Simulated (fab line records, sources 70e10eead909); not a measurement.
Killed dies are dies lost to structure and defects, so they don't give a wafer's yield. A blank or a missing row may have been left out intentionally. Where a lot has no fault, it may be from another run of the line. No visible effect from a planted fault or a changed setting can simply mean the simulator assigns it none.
Matching of chambers :: flow nand-harc :: ald-hk-03 running NHARC_A_STAIRCASE_ALD_420: 4 sister chambers
The step deposits SiO2, target thk 20 nm, pulse time 6 s, ald cycles 200. 24 wafers are shown with their chamber, then 12 later ones without.

WAFERS WITH THEIR CHAMBER
wafer: L074.2
chamber: 0
heater-power-w (W): 363
precursor-pulse-height-rel: 1.006

wafer: L074.4
chamber: 1
heater-power-w (W): 529
precursor-pulse-height-rel: 0.953

wafer: L074.6
chamber: 1
heater-power-w (W): 538
precursor-pulse-height-rel: 0.969

wafer: L076.1
chamber: 0
heater-power-w (W): 358
precursor-pulse-height-rel: 1.016

wafer: L076.4
chamber: 1
heater-power-w (W): 519
precursor-pulse-height-rel: 1.046

wafer: L076.6
chamber: 0
heater-power-w (W): 352
precursor-pulse-height-rel: 1.016

wafer: L078.3
chamber: 3
heater-power-w (W): 525
precursor-pulse-height-rel: 0.974

wafer: L078.5
chamber: 3
heater-power-w (W): 553
precursor-pulse-height-rel: 0.973

wafer: L078.6
chamber: 2
heater-power-w (W): 432
precursor-pulse-height-rel: 1.029

wafer: L077.3
chamber: 0
heater-power-w (W): 366
precursor-pulse-height-rel: 1.010

wafer: L077.5
chamber: 1
heater-power-w (W): 538
precursor-pulse-height-rel: 0.996

wafer: L077.6
chamber: 2
heater-power-w (W): 437
precursor-pulse-height-rel: 0.991

wafer: L079.1
chamber: 1
heater-power-w (W): 534
precursor-pulse-height-rel: 1.014

wafer: L079.2
chamber: 2
heater-power-w (W): 437
precursor-pulse-height-rel: 0.977

wafer: L079.5
chamber: 0
heater-power-w (W): 358
precursor-pulse-height-rel: 1.036

wafer: L086.1
chamber: 2
heater-power-w (W): 427
precursor-pulse-height-rel: 0.976

wafer: L086.2
chamber: 1
heater-power-w (W): 538
precursor-pulse-height-rel: 1.015

wafer: L086.6
chamber: 0
heater-power-w (W): 374
precursor-pulse-height-rel: 1.004

wafer: L089.1
chamber: 1
heater-power-w (W): 539
precursor-pulse-height-rel: 0.999

wafer: L089.4
chamber: 3
heater-power-w (W): 511
precursor-pulse-height-rel: 0.970

wafer: L089.5
chamber: 0
heater-power-w (W): 374
precursor-pulse-height-rel: 0.988

wafer: L091.2
chamber: 3
heater-power-w (W): 507
precursor-pulse-height-rel: 1.020

wafer: L091.3
chamber: 0
heater-power-w (W): 375
precursor-pulse-height-rel: 1.047

wafer: L091.5
chamber: 3
heater-power-w (W): 515
precursor-pulse-height-rel: 0.974

SIGNATURES (means of the wafers above)
reading: heater-power-w
chamber 0: 365.00
chamber 1: 533.57
chamber 2: 433.25
chamber 3: 522.20
scatter within a chamber: 10.7

reading: precursor-pulse-height-rel
chamber 0: 1.01537
chamber 1: 0.99886
chamber 2: 0.99325
chamber 3: 0.98220
scatter within a chamber: 0.0243
Rule: a wafer's distance from a chamber is the root of the sum, over the readings, of the square of ((its reading less the chamber's mean) divided by the reading's scatter). The wafer belongs to the nearest chamber; if the next one is less than 2 further off, it can't be placed. The scatter is the square root of a quotient: the sum, over the shown wafers, of each reading's squared deviation from its chamber's mean, divided by wafers minus chambers.

WAFERS WITHOUT THEIR CHAMBER
wafer: L092.3
heater-power-w (W): 495
precursor-pulse-height-rel: 1.005

wafer: L092.5
heater-power-w (W): 509
precursor-pulse-height-rel: 0.987

wafer: L092.6
heater-power-w (W): 422
precursor-pulse-height-rel: 0.999

wafer: L094.2
heater-power-w (W): 513
precursor-pulse-height-rel: 0.999

wafer: L094.3
heater-power-w (W): 417
precursor-pulse-height-rel: 0.989

wafer: L094.5
heater-power-w (W): 541
precursor-pulse-height-rel: 1.000

wafer: L093.2
heater-power-w (W): 531
precursor-pulse-height-rel: 0.982

wafer: L093.4
heater-power-w (W): 363
precursor-pulse-height-rel: 0.974

wafer: L093.5
heater-power-w (W): 377
precursor-pulse-height-rel: 1.019

wafer: L095.1
heater-power-w (W): 535
precursor-pulse-height-rel: 0.961

wafer: L095.3
heater-power-w (W): 374
precursor-pulse-height-rel: 0.991

wafer: L095.5
heater-power-w (W): 370
precursor-pulse-height-rel: 1.018

WHICH CHAMBER EACH ONE RAN IN
wafer: L092.3
from the rows above: can't be placed: 3 or 1
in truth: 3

wafer: L092.5
from the rows above: can't be placed: 3 or 1
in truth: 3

wafer: L092.6
from the rows above: 2
in truth: 2

wafer: L094.2
from the rows above: can't be placed: 3 or 1
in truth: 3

wafer: L094.3
from the rows above: 2
in truth: 2

wafer: L094.5
from the rows above: can't be placed: 1 or 3
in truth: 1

wafer: L093.2
from the rows above: can't be placed: 1 or 3
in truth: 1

wafer: L093.4
from the rows above: 0
in truth: 0

wafer: L093.5
from the rows above: 0
in truth: 0

wafer: L095.1
from the rows above: can't be placed: 3 or 1
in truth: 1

wafer: L095.3
from the rows above: 0
in truth: 0

wafer: L095.5
from the rows above: 0
in truth: 0
Correctly placed: 6 of 12. These rows do not allow placing 6 (true chamber among the candidates in 6). Placed wrongly: 0.
